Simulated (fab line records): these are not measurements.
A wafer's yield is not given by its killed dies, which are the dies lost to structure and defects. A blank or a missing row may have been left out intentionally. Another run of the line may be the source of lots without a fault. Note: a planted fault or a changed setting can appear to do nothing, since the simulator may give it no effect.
What tool caused it? ; flow n5Finfet ; 22 lots, 66 wafers sampled, at 1 step of a route of 1938

## WHAT THE GAUGES READ, wafer by wafer
N5_BEOL_M0_SAQP_INSPECT_42: inspects for defects (brightfield).
lot;measured;on;rawDefectCount
L076;day 6 09:22;defectInspect-02;260 201 246
L077;day 6 11:20;defectInspect-02;177 218 239
L078;day 6 21:41;defectInspect-02;310 364 189
L079;day 7 01:45;defectInspect-02;203 227 230
L080;day 7 08:52;defectInspect-02;230 158 267
L081;day 7 12:11;defectInspect-01;297 330 245
L082;day 7 23:52;defectInspect-02;210 227 276
L083;day 8 03:48;defectInspect-01;319 296 368
L084;day 8 12:25;defectInspect-02;259 236 248
L085;day 8 17:36;defectInspect-01;261 384 259
L086;day 8 21:56;defectInspect-02;180 201 263
L087;day 9 00:32;defectInspect-01;313 378 337
L088;day 9 05:15;defectInspect-01;344 468 467
L089;day 9 14:52;defectInspect-01;417 284 286
L090;day 9 17:26;defectInspect-02;378 331 332
L091;day 10 00:20;defectInspect-01;307 267 300
L092;day 10 06:10;defectInspect-01;507 431 341
L093;day 10 14:13;defectInspect-01;268 255 221
L094;day 10 15:08;defectInspect-02;355 300 212
L095;day 10 20:27;defectInspect-01;346 508 495
L096;day 11 03:27;defectInspect-01;252 248 207
L097;day 11 07:11;defectInspect-02;292 312 324

## WHICH TOOL RAN EACH LOT (tool, then ch and the chambers of the sampled wafers, then the start)
Before these readings, the record contains no process step.

## AS READ BY THE TOOLS THEMSELVES (means over the sampled wafers that have a number; for cases with no such wafer, the mark the record gives instead)
The record holds no such reading with a usual standard deviation.

## THE ANSWER, worked out from the rows above alone
Rule: what is usual is taken from the lots themselves. The widest of any qualifying gaps counts: lots, ordered by their means at a reading, are off when they make up no more than a third of the lots, leave a main group of 4 or more, and stand apart from it by 3 or more times the standard deviation of that group's means. A main group whose means are all the same, to the digits that the tables above print for the reading, isn't used. A lot without any number at a reading at which 4 lots or more have one is off too. The other lots that the step has rows for count as sound. After the gauges, taken in route order, come the tools' own readings; for these a lot's mean is taken, as printed above. The first step at which some lot is off is used, and at that step the reading that is off furthest; a lot without a number counts as furthest.
No lot is off at any reading shown: from this, nothing can be told.

## WHAT THE SIMULATOR HAD INSERTED
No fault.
